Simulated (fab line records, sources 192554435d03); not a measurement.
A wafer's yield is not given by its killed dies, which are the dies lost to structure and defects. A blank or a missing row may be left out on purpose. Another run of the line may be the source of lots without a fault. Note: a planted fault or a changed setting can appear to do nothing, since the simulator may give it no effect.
Matching of chambers	flow n5_finfet	3 sister chambers for N5_BEOL_M4_ILD_DEP_00 on pecvd-01
The step deposits SiOC from DEMS/O2, target thk 79 nm, time 15.3 s. 6 wafers are shown with their chamber, then 9 later ones without.

## WAFERS, EACH WITH ITS CHAMBER
wafer	chamber	throttle_valve_pct (%)	heater_power_w (W)
L083.5	2	11.8	393
L084.4	1	10.9	621
L084.5	0	12.5	507
L087.1	0	12.7	471
L087.3	2	11.4	463
L087.6	1	10.8	590

## WAFERS WITH NO CHAMBER GIVEN
wafer	throttle_valve_pct (%)	heater_power_w (W)
L090.1	11.0	562
L090.3	12.6	501
L090.5	11.4	448
L091.3	12.6	504
L091.5	11.0	675
L091.6	11.4	381
L093.2	11.6	442
L093.3	12.8	483
L093.5	11.5	451

## WHICH CHAMBER EACH WENT THROUGH
wafer	from the rows above	in truth
L090.1	1	1
L090.3	0	0
L090.5	2	2
L091.3	0	0
L091.5	1	1
L091.6	2	2
L093.2	2	2
L093.3	0	0
L093.5	2	2
9 of 9 placed correctly. Can't be placed from these rows: 0. Placed wrongly: 0.
How it was worked out, from the rows above alone: a wafer's distance from a chamber is the root of the sum, over the readings, of the square of ((its reading less the chamber's mean) divided by the reading's scatter). The wafer belongs to the nearest chamber; if the next one is less than 2 further off, it can't be placed. Each chamber's mean is taken over the wafers shown for it. The scatter is the square root of a quotient: the sum, over the shown wafers, of each reading's squared deviation from its chamber's mean, divided by wafers minus chambers.
